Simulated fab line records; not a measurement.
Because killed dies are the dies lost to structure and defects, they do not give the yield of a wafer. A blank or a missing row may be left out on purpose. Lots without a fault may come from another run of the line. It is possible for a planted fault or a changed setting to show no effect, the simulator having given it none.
Comparing a struck lot with a sound one ; flow nand harc ; 42 out of 1159 route steps
Sound: the wafers L671.1, L671.4, L671.6. Struck: wafer L678.1. (L678.4, L678.5 of the same lot were not struck and are left out.) The cause comes at the end.
Each step with rows lists, per side, the tool, then ch with its chambers, then its first start. Under that, the readings that differ: sound wafers ; struck wafers ; difference of the means ; sigmas: that difference in standard deviations of wafers without a fault.
alike: readings whose means differ by less than 2 such deviations, and words and numbers that are the same on both sides. not compared: withheld readings, readings that some wafer has no value for, bounds like >300 that may hide the same value, and numbers for which the record gives no deviation and whose values overlap.
Wherever a step has rows on one side only, a row that says differs or no value, or a row with sigmas, the two part there. Non-overlapping numbers with no deviation appear without sigmas and do not part them. Lack of a reading on every wafer of one side parts them only where that side has two or more wafers.

NHARC_A_CONTACT_ETCH_50: etches the open film in CF4/CHF3, target depth 84.7 nm, time 42.4 s.
  sound: rie diel-06 ch 1,2; struck: rie diel-03 ch 1
reading;sound;struck;difference;sigmas
drypump motor current A (A);5.0 5.6 5.0;6.2;+1.0;+3
  alike: mfc ar sccm, oes product au, rf vpp V, showerhead plenum p Torr, throttle valve pct
  not compared: rf hours counter h
then, 3 steps without rows for these wafers: NHARC_A_CONTACT_ETCH_51 (etches the open film in O2/COS, target depth 3600 nm, time 936 s); NHARC_A_CONTACT_ETCH_111 (etches the open film in C4F8/O2/Ar, time 140 s, target depth 700 nm); NHARC_A_CONTACT_ETCH_112 (etches the open film in C4F8/O2/Ar, time 94 s, target depth 922 nm).
NHARC_A_CONTACT_ETCH_113: etches the open film in C4F8/O2/Ar, time 94 s, target depth 922 nm.
  sound on har cap etch-02 ch 0,1, day 16 17:59; struck on har cap etch-03 ch 0, day 18 02:06
  not compared: rf hours counter h
then, 2 steps without rows for these wafers: NHARC_A_CONTACT_ETCH_114 (etches the open film in C4F8/O2/Ar, time 94 s, target depth 922 nm); NHARC_A_CONTACT_ETCH_115 (etches the open film in C4F8/O2/Ar, time 94 s, target depth 922 nm).
NHARC_A_CONTACT_ETCH_116: etches the open film in C4F8/O2/Ar, time 94 s, target depth 922 nm.
  sound on har cap etch-02 ch 0,1, day 16 18:15; struck on har cap etch-03 ch 0, day 18 02:22
  not compared: rf hours counter h
then, 4 steps without rows for these wafers: NHARC_A_CONTACT_ETCH_117 (etches the open film in C4F8/O2/Ar, time 94 s, target depth 922 nm); NHARC_A_CONTACT_ETCH_118 (etches the open film in C4F8/O2/Ar, time 94 s, target depth 922 nm); NHARC_A_CONTACT_ETCH_119 (etches the open film in C4F8/O2/Ar, time 94 s, target depth 922 nm); NHARC_A_CONTACT_ETCH_120 (etches the open film in C4F8/O2/Ar, time 94 s, target depth 922 nm).
NHARC_A_CONTACT_ETCH_121: etches the open film in C4F8/O2/Ar, time 94 s, target depth 922 nm.
  sound on har cap etch-02 ch 0,1, day 16 18:43; struck on har cap etch-03 ch 0, day 18 02:50
  not compared: rf hours counter h
then, 1 step without rows for these wafers: NHARC_A_CONTACT_ETCH_122 (etches the open film in C4F8/O2/Ar, time 95 s, target depth 930 nm).
NHARC_A_CONTACT_ETCH_123: etches the open film in C4F8/O2/Ar, time 253 s, target depth 1090 nm.
  sound on har cap etch-02 ch 0,1, day 16 18:53; struck on har cap etch-03 ch 0, day 18 03:01
  not compared: rf hours counter h
then, 2 steps without rows for these wafers: NHARC_A_CONTACT_ETCH_90 (etches the open film in CH3F/O2, target depth 40 nm, time 85.7 s); NHARC_A_CONTACT_ETCH_96 (etches the open film in C4F6/O2, target depth 20 nm, time 10 s).
NHARC_A_CONTACT_CD_MEAS_53:
  struck on cd sem-03, day 18 03:53; sound on cd sem-01, day 16 19:43
  alike: cd nm
then, 18 steps without rows for these wafers: NHARC_A_CONTACT_STRIP_99 (strips in N2/H2); NHARC_A_CONTACT_STRIP_100 (strips in CF4/CHF3); NHARC_A_CONTACT_STRIP_101 (strips in O2/COS); NHARC_A_CONTACT_ETCH_102 (etches the open film in CF4/O2, target depth 70 nm, overetch 7 nm, time 38.5 s); NHARC_A_CONTACT_STRIP_55 (strips in O2); NHARC_A_CONTACT_STRIP_56 (strips in post etch residue remover, time 600 s); NHARC_A_CONTACT_DEP_57 (deposits aC, target thk 2800 nm); NHARC_A_CONTACT_DEP_58 (deposits SiON, target thk 60 nm); NHARC_A_CONTACT_DEHYDRATE_59 (time 120 s); NHARC_A_CONTACT_HMDS_60 (time 30 s); NHARC_A_CONTACT_COAT_61 (time 75 s); NHARC_A_CONTACT_COAT_62 (time 65 s); NHARC_A_CONTACT_COAT_63 (resist thk 90 nm); NHARC_A_CONTACT_SOFTBAKE_64 (time 55 s); NHARC_A_CONTACT_EBR_65; NHARC_A_CONTACT_EXPOSE_66 (exposes mask A CC 2); NHARC_A_CONTACT_PEB_67 (peb time 65 s); NHARC_A_CONTACT_DEVELOP_68 (develop time 35 s).
NHARC_A_CONTACT_CD_MEAS_69: target cd 200 nm.
  sound on cd sem-02 ch 0, day 17 00:20; struck on cd sem-03 ch 0, day 18 11:11
  alike: cd nm
NHARC_A_CONTACT_OVL_MEAS_70:
  struck on overlay-02, day 18 11:16; sound on overlay-02, day 17 00:26
reading;sound;struck;difference;sigmas
overlay y nm (nm);1.4 1.1 0.7;-1.5;-2.6;-2
  alike: overlay x nm
then, 2 steps without rows for these wafers: NHARC_A_CONTACT_DESCUM_74 (chemistry O2, time 3 s); NHARC_A_CONTACT_ETCH_75 (etches the open film in CF4, target depth 39 nm, time 65 s).
NHARC_A_CONTACT_ETCH_76: etches the open film in N2/H2, target depth 260 nm, time 475.3 s.
  sound: rie diel-06 ch 0,2,3; struck: rie diel-07 ch 0
  alike: drypump motor current A, mfc ar sccm, oes product au, rf vpp V, showerhead plenum p Torr, throttle valve pct
  not compared: rf hours counter h
-- jump in the record: it breaks off in module A_CONTACT and resumes in module END (first step shown: number 1159 of the route), and 3 days separate the struck wafers' starts before and after --
NHARC_END_SORT_01:
  at this point the record logs the struck wafers (prober-02 ch 0, day 21 05:01) and has no rows for the sound ones

WHERE THEY PART
Earliest at NHARC_A_CONTACT_ETCH_50; latest, in this record, at NHARC_END_SORT_01.

WHY: what had been put in by the simulator
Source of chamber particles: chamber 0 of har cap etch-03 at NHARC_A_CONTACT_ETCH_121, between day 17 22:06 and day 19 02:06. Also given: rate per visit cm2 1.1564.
